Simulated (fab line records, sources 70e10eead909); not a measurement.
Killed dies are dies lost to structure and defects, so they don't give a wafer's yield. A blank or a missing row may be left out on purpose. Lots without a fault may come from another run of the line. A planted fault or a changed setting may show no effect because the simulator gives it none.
Problem report in the 8D (eight disciplines) form, filled by code | flow nand_harc | the parts of the form that need people (team, actions taken, sign-off) are left out

1. THE PROBLEM
thk_nm at NHARC_A_ONON_D1_THK_MEAS_21 reads a mean of 1538 nm on 5 wafers of 3 lots; wafers without a fault read 996 nm with a standard deviation of 10. That is +54 standard deviations from the usual mean.
The step: measures by ellipsometry.
First seen on wafer L567.1, day 12 00:51, on film_metro-02. The record holds 43 wafers of 15 lots with a number at this step. Rule for "out", or "out of limits": more than 4 standard deviations from the usual mean. The other wafers with a number count as sound.

2. WHAT IT IS AND WHAT IT IS NOT
question                    | is                                     | is not
which readings at this step | thk_nm                                 | -
which lots                  | L567, L568, L570                       | L551, L552, L553, L554, L555, L556, L557, L561, L563, L571, L572, L574
which wafers of those lots  | L567.1, L568.1, L568.3, L570.1, L570.3 | L567.4, L568.2
read on which gauges        | film_metro-01, film_metro-02           | -
when                        | from day 12 00:51                      | up to then (28 sound wafers); but 10 sound wafers of L568, L571, L572, L574 came after

3. SUSPECTS, AND WHAT RULES EACH OUT
Counting: a tool at a process step up to the reading stays a suspect if it ran every lot that is out. Sound lots after the first of them don't rule it out here, since some wafers of a struck lot are sound.
- the gauge at NHARC_A_ONON_D1_THK_MEAS_21: ruled out. The wafers that are out were read on 2 gauges (film_metro-01, film_metro-02).
- pecvd_onon-01 at NHARC_A_ONON_D1_DEP_19 (target thk 1000 nm): kept. It ran every lot that is out, first L567 (day 12 00:20); its last sound lot up to then is L563 (day 11 05:35).
Left after counting: pecvd_onon-01 at NHARC_A_ONON_D1_DEP_19.

4. THE CAUSE (what the simulator had put in)
Process parameter drift: pecvd_onon-01, from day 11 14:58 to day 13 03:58, at NHARC_A_ONON_D1_DEP_19. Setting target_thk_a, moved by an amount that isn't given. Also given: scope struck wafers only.
Counting left only this tool.

5. THE CHAIN OF EFFECTS, in route order
Each row: a reading whose mean over the struck wafers that have a number lies more than 3 standard deviations from the usual. Only readings for which the record gives a usual standard deviation are gone through. hours: the time from each lot's start at the first step in this table that gives one to its start at this step, as a median over the lots. sigmas: the change in usual standard deviations.
hours | step                        | reading         | usual  | on struck wafers | change | sigmas
0     | NHARC_A_ONON_D1_THK_MEAS_21 | thk_nm          | 996 nm | 1538             | +542   | +54
289   | NHARC_END_SORT_01           | killed_at_array | 26     | 674              | +648   | +71
289   | NHARC_END_SORT_01           | killed_dies     | 30     | 677              | +647   | +70

6. WHAT WOULD HAVE CAUGHT IT SOONER
In this record the first reading out of limits at a measuring or inspecting step was taken at day 12 00:51, 10 hours after the fault began at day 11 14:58.
Of the lots that are out (3), L568, L570 began NHARC_A_ONON_D1_DEP_19 on pecvd_onon-01 after day 12 00:51. A hold on the tool at that time would have spared those 2.
